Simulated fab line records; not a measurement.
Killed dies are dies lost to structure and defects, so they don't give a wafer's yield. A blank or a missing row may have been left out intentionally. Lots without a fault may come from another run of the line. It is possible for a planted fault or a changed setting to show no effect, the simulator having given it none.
Chamber matching -- flow nand_harc -- 4 sister chambers for NHARC_HYBRID_BOND_ACTIVATE_00 on rie_diel-08
The step chemistry N2, time 60 s. 7 wafers are shown with their chamber, then 7 later ones without.

WAFERS, EACH WITH ITS CHAMBER
wafer,chamber,drypump_motor_current_A (A),rf_vpp_V (V)
L715.4,3,5.65,64.5
L719.5,0,5.88,64.0
L730.2,1,6.33,63.7
L730.4,3,5.67,63.4
L730.5,2,5.97,64.4
L731.1,0,5.98,63.8
L731.3,2,5.98,65.5

WAFERS WITH NO CHAMBER GIVEN
wafer,drypump_motor_current_A (A),rf_vpp_V (V)
L731.5,6.36,64.2
L732.1,5.63,62.0
L732.2,6.33,63.0
L732.3,5.93,63.7
L734.2,6.36,65.3
L734.3,5.93,64.3
L734.5,5.91,63.7

WHICH CHAMBER EACH WENT THROUGH
wafer,from the rows above,in truth
L731.5,1,1
L732.1,3,3
L732.2,1,1
L732.3,can't be placed: 0 or 2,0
L734.2,1,1
L734.3,can't be placed: 0 or 2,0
L734.5,can't be placed: 0 or 2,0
4 of 7 placed correctly. Cannot be placed on the basis of these rows: 3; the candidates contain the true chamber in 3. Placed wrongly: 0.
How it was worked out, from the rows above alone: a wafer's distance from a chamber is the root of the sum, over the readings, of the square of ((its reading less the chamber's mean) divided by the reading's scatter). The wafer belongs to the nearest chamber; if the next one is less than 2 further off, it can't be placed. A chamber's mean is the mean of its shown wafers. The scatter: take each reading less its chamber's mean, square it, sum over the shown wafers, divide by the number of wafers less the number of chambers, and take the root.
